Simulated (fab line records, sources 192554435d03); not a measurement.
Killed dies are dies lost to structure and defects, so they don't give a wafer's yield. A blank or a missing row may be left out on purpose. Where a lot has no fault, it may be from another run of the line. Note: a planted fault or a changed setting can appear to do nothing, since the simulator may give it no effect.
fab line records -- flow n5_finfet -- part 1 of 2: steps 1 to 4 of 6
record lots=20, wafers=60, last_day=18
route steps=1938 shown GATE_CUT@492 MOL_CONTACT_COAG@528
lots untouched by any fault: they come from a run of this same line in which no faults occurred
start_h: the number of hours between the record's first day and the start of the first shown wafer of the lot -- wait_h: how many hours have passed since the lot's step before this one -- " as in the row above -- L1.1+2: several wafers, shown together as one row -- - no value, or no start was given -- * or withheld: withheld -- < > ~ a bound
route shown NAME@n: a module of which the file shows steps, and the number in the route of the first -- usual: mean and standard deviation over wafers with no fault -- same: alike in all rows -- chamber/n: place in a boat -- sites: the reading at each site -- _std_site: standard deviation of those values -- _edge_site: mean of outer sites minus mean of inner sites -- radius_mm: how far each site lies from the wafer's centre -- mask NAME#n: copy n -- behind: tool/chamber where the wafer was last shaped -- hold: why the lot was held/for how many hours/how that ended -- device: transistor that didn't switch, given as n, p or np -- end of line: the tests these same wafers got at the end of their route -- a step given without rows: its recipe and nothing more -- killed: dies lost to structure and defects at the first sort, not the wafer's yield -- map: the dies of a wafer, with x for killed, . for not killed, _ for no die there
set.NAME: the setting that was run; set.NAME@STEP: the one run at that earlier step -- model.NAME: the simulator's own value behind a step, which no gauge read
the route's steps for a sample of lots (tables are steps, rows are wafers)
services: from which hour (start_h, from the record's first day; less than 0 if before it) a tool's chamber was out of use, for how many hours, and why
## steps
# step N5_GATE_CUT_ETCH_36
# recipe chemistry=CF4, target=SiARC, target_depth_a=130, mask_material=CAR-EUV, time_s=21.7, ion_energy_ev=80, pressure_mtorr=40, source_w=545, bias_w=36, Ar_flow_sccm=100, cf4_flow_sccm=100, ends=cleared
# usual drypump_motor_current_A=5.8/0.33, etch_rf_on_time_s=21.6/0.36, oes_product_au=0.67/0.071, rf_vpp_V=184.0/1.2, showerhead_plenum_p_Torr=2.15/0.074, throttle_valve_pct=15.61/0.27
lot.wafer,tool,chamber,start_h,wait_h,drypump_motor_current_A,etch_rf_on_time_s,oes_product_au,rf_hours_counter_h,rf_vpp_V,showerhead_plenum_p_Torr,throttle_valve_pct
L075.3,rie_diel-06,2,89.72,0.0,5.5,21.8,0.66,130,183.5,2.07,15.77
L075.4,rie_diel-06,1,89.72,0.0,5.9,21.3,0.66,121,182.4,2.07,15.74
L075.6,rie_diel-06,3,89.72,0.0,6.4,21.4,0.62,-,181.9,2.05,15.35
L078.3,rie_diel-06,2,109.68,0.0,5.5,22.3,0.65,133,182.6,2.07,15.79
L078.4,rie_diel-06,1,109.68,0.0,5.9,21.7,0.66,125,181.7,2.07,15.74
L078.5,rie_diel-06,0,109.68,0.0,5.5,21.9,0.60,-,185.9,2.22,16.09
L079.1,rie_diel-06,2,114.19,0.0,5.4,22.3,0.64,135,182.3,2.07,15.80
L079.3,rie_diel-06,3,114.19,0.0,6.4,21.7,0.61,182,184.3,2.04,15.36
L079.5,rie_diel-06,2,114.19,0.0,5.4,22.2,0.66,-,183.4,2.07,15.80
L080.3,rie_diel-03,0,121.31,0.0,5.6,21.8,0.61,219,183.1,2.21,15.56
L080.4,rie_diel-03,1,121.31,0.0,5.9,21.6,0.62,-,183.7,2.13,15.63
L080.5,rie_diel-03,0,121.31,0.0,5.6,21.8,0.61,-,184.5,2.21,15.56
L081.2,rie_diel-03,1,124.76,0.0,5.9,22.0,0.63,181,183.5,2.13,15.62
L081.5,rie_diel-03,0,124.76,0.0,5.6,21.9,0.61,-,184.8,2.21,15.59
L081.6,rie_diel-03,3,124.76,0.0,6.6,21.7,0.71,-,183.8,2.08,15.57
L082.2,rie_diel-06,3,130.71,0.0,6.4,21.5,0.62,186,182.3,2.04,15.35
L082.3,rie_diel-06,0,130.71,0.0,5.5,21.6,0.61,195,185.1,2.22,16.11
L082.6,rie_diel-06,3,130.71,0.0,6.4,21.5,0.61,-,182.9,2.04,15.38
L083.1,rie_diel-04,3,137.51,0.0,5.7,21.3,0.75,47,185.3,2.26,15.37
L083.3,rie_diel-04,1,137.51,0.0,5.6,21.1,0.64,154,184.0,2.23,15.72
L083.6,rie_diel-04,3,137.51,0.0,5.7,21.3,0.75,-,185.4,2.26,15.40
L084.4,rie_diel-03,2,144.48,0.0,5.2,21.8,0.83,3,183.8,2.19,15.42
L084.5,rie_diel-03,1,144.48,0.0,5.9,22.4,0.61,-,185.1,2.13,15.63
L084.6,rie_diel-03,2,144.48,0.0,5.2,22.1,0.82,-,185.3,2.19,15.44
L085.4,rie_diel-04,0,151.20,0.0,5.8,21.3,0.78,-,183.8,2.11,15.18
L085.5,rie_diel-04,3,151.20,0.0,5.7,21.4,0.74,-,185.3,2.26,15.40
L085.6,rie_diel-04,2,151.20,0.0,6.1,21.5,0.58,-,185.5,2.19,15.91
L086.3,rie_diel-04,1,155.90,0.0,5.7,21.1,0.64,157,185.6,2.23,15.73
L086.4,rie_diel-04,0,155.90,0.0,5.8,21.6,0.77,-,184.6,2.11,15.17
L086.5,rie_diel-04,1,155.90,0.0,5.6,21.5,0.64,-,185.9,2.23,15.72
L087.3,rie_diel-06,2,161.08,0.0,5.4,22.4,0.64,148,183.7,2.07,15.82
L087.5,rie_diel-06,1,161.08,0.0,5.9,21.6,0.64,-,183.9,2.07,15.79
L087.6,rie_diel-06,0,161.08,0.0,5.5,22.1,0.60,-,184.9,2.21,16.12
L088.2,rie_diel-04,0,168.03,0.0,5.7,21.5,0.76,27,183.7,2.11,15.17
L088.3,rie_diel-04,3,168.03,0.0,5.7,21.7,0.73,58,185.0,2.26,15.42
L088.6,rie_diel-04,0,168.03,0.0,5.7,21.5,0.77,-,184.5,2.11,15.19
L089.1,rie_diel-04,1,172.76,0.0,5.7,21.1,0.63,163,183.6,2.22,15.72
L089.4,rie_diel-04,1,172.76,0.0,5.6,21.2,0.64,-,183.9,2.22,15.74
L089.6,rie_diel-04,0,172.76,0.0,5.8,21.2,0.77,-,183.1,2.11,15.19
L090.1,rie_diel-04,0,183.62,0.0,5.8,21.5,0.76,32,184.7,2.11,15.21
L090.3,rie_diel-04,2,183.62,0.0,6.0,21.3,0.84,3,184.7,2.19,15.43
L090.4,rie_diel-04,3,183.62,0.0,5.7,21.3,0.73,62,183.9,2.25,15.44
L091.2,rie_diel-03,2,185.84,0.0,5.2,21.9,0.80,14,183.0,2.19,15.44
L091.3,rie_diel-03,3,185.84,0.0,6.6,22.1,0.69,90,182.1,2.07,15.60
L091.6,rie_diel-03,3,185.84,0.0,6.6,22.0,0.70,-,181.8,2.07,15.59
L092.3,rie_diel-06,3,192.69,0.0,6.4,21.5,0.60,205,182.5,2.04,15.41
L092.5,rie_diel-06,2,192.69,0.0,5.4,22.2,0.63,-,184.8,2.06,15.83
L092.6,rie_diel-06,3,192.69,0.0,6.3,21.6,0.60,-,184.2,2.04,15.41
L093.1,rie_diel-04,2,195.76,0.0,6.0,21.1,0.83,6,185.4,2.19,15.42
L093.3,rie_diel-04,1,195.76,0.0,5.7,21.5,0.63,171,184.9,2.22,15.75
L093.5,rie_diel-04,1,195.76,0.0,5.6,21.5,0.63,-,185.8,2.22,15.76
L094.1,rie_diel-06,3,202.41,0.0,6.4,21.6,0.60,208,183.4,2.04,15.41
L094.2,rie_diel-06,1,202.41,0.0,5.9,21.4,0.64,152,180.9,2.06,15.81
L094.4,rie_diel-06,0,202.41,0.0,5.5,21.9,0.60,217,185.5,2.21,16.14
L095.2,rie_diel-04,1,216.68,0.0,5.7,21.7,0.62,177,185.4,2.22,15.76
L095.4,rie_diel-04,3,216.68,0.0,5.7,21.6,0.72,69,184.3,2.25,15.44
L095.6,rie_diel-04,0,216.68,0.0,5.8,21.3,0.74,-,182.4,2.10,15.22
L097.4,rie_diel-06,1,220.28,0.0,5.9,21.6,0.64,157,183.2,2.06,15.80
L097.5,rie_diel-06,0,220.28,0.0,5.5,21.9,0.59,-,184.8,2.21,16.17
L097.6,rie_diel-06,1,220.28,0.0,5.9,21.6,0.64,-,181.6,2.06,15.82
# step N5_GATE_CUT_STRIP_41
# recipe chemistry=CF4, resist=SiARC, power_w=300, bias_power_w=75, pressure_mtorr=50, cf4_flow_sccm=150, rf_frequency_hz=6e+07
# usual drypump_motor_current_A=5.8/0.33, oes_product_au=0.182/0.019, rf_vpp_V=271.2/1.6, showerhead_plenum_p_Torr=1.80/0.061, throttle_valve_pct=13.58/0.27
lot.wafer,tool,chamber,start_h,wait_h,drypump_motor_current_A,oes_product_au,rf_hours_counter_h,rf_vpp_V,showerhead_plenum_p_Torr,throttle_valve_pct
L075.3,rie_diel-06,2,89.89,0.0,5.4,0.181,130,270.3,1.73,13.74
L075.4,rie_diel-06,1,89.89,0.0,5.9,0.180,121,269.5,1.74,13.73
L075.6,rie_diel-06,3,89.89,0.0,6.4,0.169,-,268.9,1.71,13.34
L078.3,rie_diel-06,2,109.85,0.0,5.5,0.176,133,270.2,1.73,13.72
L078.4,rie_diel-06,1,109.85,0.0,5.9,0.180,125,270.1,1.74,13.74
L078.5,rie_diel-06,0,109.85,0.0,5.5,0.165,-,272.1,1.86,14.06
L079.1,rie_diel-06,2,114.36,0.0,5.5,0.178,135,269.7,1.73,13.74
L079.3,rie_diel-06,3,114.36,0.0,6.4,0.167,182,268.8,1.71,13.37
L079.5,rie_diel-06,2,114.36,0.0,5.5,0.178,-,270.5,1.73,13.73
L080.3,rie_diel-03,0,121.48,0.0,5.5,0.168,219,273.1,1.85,13.60
L080.4,rie_diel-03,1,121.48,0.0,5.9,0.172,-,269.9,1.78,13.61
L080.5,rie_diel-03,0,121.48,0.0,5.5,0.161,-,271.8,1.85,13.61
L081.2,rie_diel-03,1,124.93,0.0,5.9,0.170,181,271.9,1.78,13.61
L081.5,rie_diel-03,0,124.93,0.0,5.6,0.171,-,273.7,1.85,13.61
L081.6,rie_diel-03,3,124.93,0.0,6.6,0.184,-,270.7,1.74,13.56
L082.2,rie_diel-06,3,130.88,0.0,6.4,0.169,187,269.3,1.71,13.37
L082.3,rie_diel-06,0,130.88,0.0,5.5,0.163,195,273.2,1.85,14.05
L082.6,rie_diel-06,3,130.88,0.0,6.3,0.166,-,269.7,1.71,13.38
L083.1,rie_diel-04,3,137.68,0.0,5.7,0.204,47,272.7,1.89,13.36
L083.3,rie_diel-04,1,137.68,0.0,5.6,0.177,154,270.7,1.86,13.68
L083.6,rie_diel-04,3,137.68,0.0,5.7,0.204,-,271.7,1.89,13.35
L084.4,rie_diel-03,2,144.65,0.0,5.3,0.228,3,271.0,1.83,13.35
L084.5,rie_diel-03,1,144.65,0.0,5.9,0.169,-,270.8,1.78,13.61
L084.6,rie_diel-03,2,144.65,0.0,5.3,0.229,-,271.2,1.83,13.36
L085.4,rie_diel-04,0,151.36,0.0,5.7,0.206,-,271.0,1.77,13.13
L085.5,rie_diel-04,3,151.36,0.0,5.7,0.205,-,273.6,1.89,13.35
L085.6,rie_diel-04,2,151.36,0.0,6.0,0.155,-,270.8,1.84,13.94
L086.3,rie_diel-04,1,156.07,0.0,5.6,0.173,157,272.7,1.86,13.70
L086.4,rie_diel-04,0,156.07,0.0,5.8,0.201,-,270.4,1.77,13.14
L086.5,rie_diel-04,1,156.07,0.0,5.6,0.170,-,273.5,1.86,13.68
L087.3,rie_diel-06,2,161.25,0.0,5.4,0.173,148,270.9,1.73,13.77
L087.5,rie_diel-06,1,161.25,0.0,5.9,0.179,-,270.8,1.74,13.78
L087.6,rie_diel-06,0,161.25,0.0,5.5,0.163,-,273.4,1.85,14.09
L088.2,rie_diel-04,0,168.20,0.0,5.7,0.206,27,269.6,1.77,13.15
L088.3,rie_diel-04,3,168.20,0.0,5.7,0.194,58,274.0,1.89,13.38
L088.6,rie_diel-04,0,168.20,0.0,5.8,0.202,-,270.0,1.77,13.13
L089.1,rie_diel-04,1,172.93,0.0,5.6,0.174,163,272.8,1.86,13.71
L089.4,rie_diel-04,1,172.93,0.0,5.6,0.169,-,271.6,1.86,13.70
L089.6,rie_diel-04,0,172.93,0.0,5.8,0.213,-,270.9,1.77,13.14
L090.1,rie_diel-04,0,183.79,0.0,5.7,0.205,32,271.2,1.77,13.15
L090.3,rie_diel-04,2,183.79,0.0,6.0,0.233,3,273.8,1.84,13.35
L090.4,rie_diel-04,3,183.79,0.0,5.7,0.195,62,274.9,1.89,13.40
L091.2,rie_diel-03,2,186.01,0.0,5.3,0.215,14,271.6,1.83,13.40
L091.3,rie_diel-03,3,186.01,0.0,6.6,0.192,90,269.5,1.74,13.57
L091.6,rie_diel-03,3,186.01,0.0,6.6,0.189,-,269.8,1.74,13.57
L092.3,rie_diel-06,3,192.86,0.0,6.4,0.162,205,271.0,1.70,13.39
L092.5,rie_diel-06,2,192.86,0.0,5.4,0.171,-,270.5,1.72,13.79
L092.6,rie_diel-06,3,192.86,0.0,6.4,0.161,-,269.2,1.70,13.41
L093.1,rie_diel-04,2,195.93,0.0,6.0,0.217,6,272.1,1.84,13.37
L093.3,rie_diel-04,1,195.93,0.0,5.6,0.173,171,271.5,1.86,13.73
L093.5,rie_diel-04,1,195.93,0.0,5.7,0.169,-,272.0,1.86,13.71
L094.1,rie_diel-06,3,202.58,0.0,6.4,0.160,208,270.5,1.70,13.42
L094.2,rie_diel-06,1,202.58,0.0,6.0,0.170,152,268.2,1.73,13.80
L094.4,rie_diel-06,0,202.58,0.0,5.5,0.161,217,271.5,1.85,14.13
L095.2,rie_diel-04,1,216.85,0.0,5.7,0.167,177,272.8,1.86,13.74
L095.4,rie_diel-04,3,216.85,0.0,5.7,0.198,69,274.0,1.89,13.41
L095.6,rie_diel-04,0,216.85,0.0,5.8,0.194,-,270.0,1.76,13.17
L097.4,rie_diel-06,1,220.45,0.0,5.9,0.177,157,270.6,1.73,13.81
L097.5,rie_diel-06,0,220.45,0.0,5.5,0.161,-,272.5,1.85,14.12
L097.6,rie_diel-06,1,220.45,0.0,5.9,0.172,-,269.5,1.73,13.81
# step N5_MOL_CONTACT_COAG_INSPECT_10
# recipe mode=adi, inspect_instrument=brightfield
# usual raw_defect_count=63/23
lot.wafer,tool,chamber,start_h,wait_h,raw_defect_count
L075.3,defect_inspect-02,-,94.44,0.0,71
L075.4,defect_inspect-02,-,94.44,0.0,61
L075.6,defect_inspect-02,-,94.44,0.0,45
L078.3,defect_inspect-02,-,113.50,0.0,71
L078.4,defect_inspect-02,-,113.50,0.0,73
L078.5,defect_inspect-02,-,113.50,0.0,93
L079.1,defect_inspect-01,-,118.16,0.1,94
L079.3,defect_inspect-01,-,118.16,0.1,62
L079.5,defect_inspect-01,-,118.16,0.1,44
L080.3,defect_inspect-01,-,125.28,0.0,26
L080.4,defect_inspect-01,-,125.28,0.0,82
L080.5,defect_inspect-01,-,125.28,0.0,66
L081.2,defect_inspect-02,-,128.88,0.0,53
L081.5,defect_inspect-02,-,128.88,0.0,41
L081.6,defect_inspect-02,-,128.88,0.0,71
L082.2,defect_inspect-01,-,134.55,0.0,55
L082.3,defect_inspect-01,-,134.55,0.0,30
L082.6,defect_inspect-01,-,134.55,0.0,17
L083.1,defect_inspect-01,-,141.33,0.1,61
L083.3,defect_inspect-01,-,141.33,0.1,59
L083.6,defect_inspect-01,-,141.33,0.1,52
L084.4,defect_inspect-02,-,148.30,0.0,57
L084.5,defect_inspect-02,-,148.30,0.0,42
L084.6,defect_inspect-02,-,148.30,0.0,51
L085.4,defect_inspect-01,-,155.13,0.0,54
L085.5,defect_inspect-01,-,155.13,0.0,58
L085.6,defect_inspect-01,-,155.13,0.0,37
L086.3,defect_inspect-02,-,159.66,0.0,68
L086.4,defect_inspect-02,-,159.66,0.0,89
L086.5,defect_inspect-02,-,159.66,0.0,73
L087.3,defect_inspect-02,-,164.78,0.0,49
L087.5,defect_inspect-02,-,164.78,0.0,67
L087.6,defect_inspect-02,-,164.78,0.0,49
L088.2,defect_inspect-02,-,171.73,0.0,65
L088.3,defect_inspect-02,-,171.73,0.0,76
L088.6,defect_inspect-02,-,171.73,0.0,106
L089.1,defect_inspect-02,-,176.58,0.1,46
L089.4,defect_inspect-02,-,176.58,0.1,104
L089.6,defect_inspect-02,-,176.58,0.1,39
L090.1,defect_inspect-01,-,187.84,0.1,49
L090.3,defect_inspect-01,-,187.84,0.1,97
L090.4,defect_inspect-01,-,187.84,0.1,41
L091.2,defect_inspect-02,-,190.00,0.0,49
L091.3,defect_inspect-02,-,190.00,0.0,78
L091.6,defect_inspect-02,-,190.00,0.0,47
L092.3,defect_inspect-02,-,196.95,0.0,46
L092.5,defect_inspect-02,-,196.95,0.0,52
L092.6,defect_inspect-02,-,196.95,0.0,71
L093.1,defect_inspect-01,-,199.73,0.1,98
L093.3,defect_inspect-01,-,199.73,0.1,115
L093.5,defect_inspect-01,-,199.73,0.1,83
L094.1,defect_inspect-02,-,206.28,0.1,38
L094.2,defect_inspect-02,-,206.28,0.1,40
L094.4,defect_inspect-02,-,206.28,0.1,36
L095.2,defect_inspect-02,-,220.61,0.0,58
L095.4,defect_inspect-02,-,220.61,0.0,41
L095.6,defect_inspect-02,-,220.61,0.0,56
L097.4,defect_inspect-01,-,224.10,0.0,38
L097.5,defect_inspect-01,-,224.10,0.0,61
L097.6,defect_inspect-01,-,224.10,0.0,61
# step N5_MOL_CONTACT_COAG_ETCH_105
# recipe chemistry=CF4, target=SiARC, target_depth_a=156, mask_material=CAR-EUV, time_s=26, ion_energy_ev=80, pressure_mtorr=40, source_w=545, bias_w=36, Ar_flow_sccm=100, cf4_flow_sccm=100, ends=cleared
# usual drypump_motor_current_A=5.7/0.48, etch_rf_on_time_s=26.1/0.35, oes_product_au=0.64/0.065, rf_vpp_V=184.1/1, showerhead_plenum_p_Torr=2.14/0.07, throttle_valve_pct=15.75/0.2
lot.wafer,tool,chamber,start_h,wait_h,drypump_motor_current_A,etch_rf_on_time_s,oes_product_au,rf_hours_counter_h,rf_vpp_V,showerhead_plenum_p_Torr,throttle_valve_pct
L075.3,rie_diel-02,0,94.52,0.0,5.9,26.0,0.58,229,184.7,2.11,15.96
L075.4,rie_diel-02,1,94.52,0.0,5.8,25.6,0.75,48,185.5,2.27,15.73
L075.6,rie_diel-02,0,94.52,0.0,5.9,25.9,0.58,-,184.5,2.11,15.96
L078.3,rie_diel-05,2,113.59,0.0,5.1,26.6,0.63,159,184.1,2.05,15.35
L078.4,rie_diel-05,1,113.59,0.0,5.2,26.4,0.75,44,183.2,2.08,15.44
L078.5,rie_diel-05,3,113.59,0.0,5.9,26.6,0.63,-,183.8,2.06,15.61
L079.1,rie_diel-01,0,118.25,0.0,6.3,26.2,0.63,174,184.1,2.14,15.86
L079.3,rie_diel-01,3,118.25,0.0,5.7,26.4,0.66,151,184.3,2.23,15.79
L079.5,rie_diel-01,0,118.25,0.0,6.3,26.5,0.63,-,184.2,2.14,15.88
L080.3,rie_diel-05,3,125.37,0.0,5.9,25.8,0.62,164,184.9,2.06,15.61
L080.4,rie_diel-05,2,125.37,0.0,5.0,26.2,0.63,163,181.4,2.05,15.35
L080.5,rie_diel-05,1,125.37,0.0,5.2,25.8,0.75,-,183.6,2.08,15.45
L081.2,rie_diel-02,2,129.02,0.0,6.8,25.7,0.59,227,186.1,2.20,15.98
L081.5,rie_diel-02,1,129.02,0.0,5.8,25.7,0.73,-,184.5,2.26,15.76
L081.6,rie_diel-02,0,129.02,0.0,5.8,26.2,0.57,-,183.1,2.10,15.99
L082.2,rie_diel-02,3,134.64,0.0,5.4,26.2,0.59,235,185.2,2.20,15.87
L082.3,rie_diel-02,1,134.64,0.0,5.8,25.6,0.73,61,183.5,2.26,15.76
L082.6,rie_diel-02,0,134.64,0.0,5.9,26.2,0.57,-,185.1,2.10,15.98
L083.1,rie_diel-05,0,141.42,0.0,5.6,26.6,0.60,212,185.6,2.13,15.84
L083.3,rie_diel-05,1,141.42,0.0,5.2,26.1,0.74,53,183.1,2.08,15.46
L083.6,rie_diel-05,2,141.42,0.0,5.1,26.5,0.63,-,182.8,2.05,15.37
L084.4,rie_diel-02,2,148.97,0.0,6.7,25.5,0.59,233,184.3,2.20,15.99
L084.5,rie_diel-02,2,148.97,0.0,6.7,25.5,0.59,-,184.4,2.20,16.00
L084.6,rie_diel-02,3,148.97,0.0,5.4,26.1,0.59,-,184.1,2.19,15.88
L085.4,rie_diel-05,1,155.72,0.0,5.2,26.2,0.73,59,182.2,2.08,15.48
L085.5,rie_diel-05,3,155.72,0.0,5.9,26.3,0.61,-,183.8,2.06,15.63
L085.6,rie_diel-05,0,155.72,0.0,5.6,26.7,0.59,-,182.8,2.12,15.86
L086.3,rie_diel-01,3,159.75,0.0,5.7,26.3,0.65,166,185.0,2.23,15.82
L086.4,rie_diel-01,1,159.75,0.0,5.2,25.8,0.66,131,184.3,2.07,15.93
L086.5,rie_diel-01,1,159.75,0.0,5.2,25.9,0.66,-,183.4,2.07,15.93
L087.3,rie_diel-02,3,164.87,0.0,5.4,26.2,0.59,245,184.6,2.19,15.88
L087.5,rie_diel-02,1,164.87,0.0,5.8,25.9,0.71,-,184.8,2.26,15.78
L087.6,rie_diel-02,2,164.87,0.0,6.7,25.6,0.59,-,184.7,2.20,15.97
L088.2,rie_diel-01,2,171.82,0.0,5.1,26.3,0.63,172,183.8,2.14,15.67
L088.3,rie_diel-01,3,171.82,0.0,5.7,26.1,0.65,170,186.1,2.23,15.82
L088.6,rie_diel-01,1,171.82,0.0,5.2,25.8,0.66,-,184.1,2.07,15.93
L089.1,rie_diel-02,3,176.86,0.0,5.4,26.0,0.58,250,184.2,2.19,15.91
L089.4,rie_diel-02,3,176.86,0.0,5.4,25.9,0.58,-,184.6,2.19,15.92
L089.6,rie_diel-02,2,176.86,0.0,6.7,25.6,0.60,-,184.0,2.20,16.01
L090.1,rie_diel-01,2,188.02,0.0,5.1,26.3,0.63,179,183.3,2.13,15.67
L090.3,rie_diel-01,1,188.02,0.0,5.2,25.9,0.65,140,182.3,2.07,15.94
L090.4,rie_diel-01,0,188.02,0.0,6.3,26.2,0.61,199,184.9,2.13,15.93
L091.2,rie_diel-02,1,190.12,0.0,5.7,25.6,0.71,82,184.9,2.25,15.82
L091.3,rie_diel-02,2,190.12,0.0,6.7,26.0,0.58,248,185.2,2.20,16.02
L091.6,rie_diel-02,2,190.12,0.0,6.7,25.8,0.59,-,185.3,2.20,16.01
L092.3,rie_diel-01,0,197.04,0.0,6.3,25.8,0.62,202,185.6,2.13,15.94
L092.5,rie_diel-01,3,197.04,0.0,5.7,26.1,0.64,-,184.8,2.22,15.83
L092.6,rie_diel-01,0,197.04,0.0,6.3,25.9,0.62,-,184.6,2.13,15.93
L093.1,rie_diel-05,2,199.82,0.0,5.1,26.0,0.61,187,182.2,2.04,15.41
L093.3,rie_diel-05,3,199.82,0.0,5.9,25.5,0.61,187,182.6,2.05,15.66
L093.5,rie_diel-05,2,199.82,0.0,5.1,26.2,0.61,-,182.2,2.04,15.42
L094.1,rie_diel-02,2,206.51,0.0,6.7,25.8,0.57,255,185.7,2.19,16.03
L094.2,rie_diel-02,0,206.51,0.0,5.9,25.3,0.85,6,184.5,2.10,15.49
L094.4,rie_diel-02,2,206.51,0.0,6.7,25.7,0.58,-,184.2,2.19,16.03
L095.2,rie_diel-05,2,220.70,0.0,5.1,26.7,0.61,194,183.5,2.04,15.41
L095.4,rie_diel-05,3,220.70,0.0,5.9,26.0,0.60,-,181.8,2.05,15.70
L095.6,rie_diel-05,0,220.70,0.0,5.6,27.0,0.58,-,183.6,2.12,15.90
L097.4,rie_diel-01,2,224.19,0.0,5.1,26.3,0.61,191,182.9,2.13,15.72
L097.5,rie_diel-01,0,224.19,0.0,6.3,26.0,0.61,-,184.3,2.12,15.96
L097.6,rie_diel-01,1,224.19,0.0,5.2,26.0,0.65,-,183.0,2.06,15.98
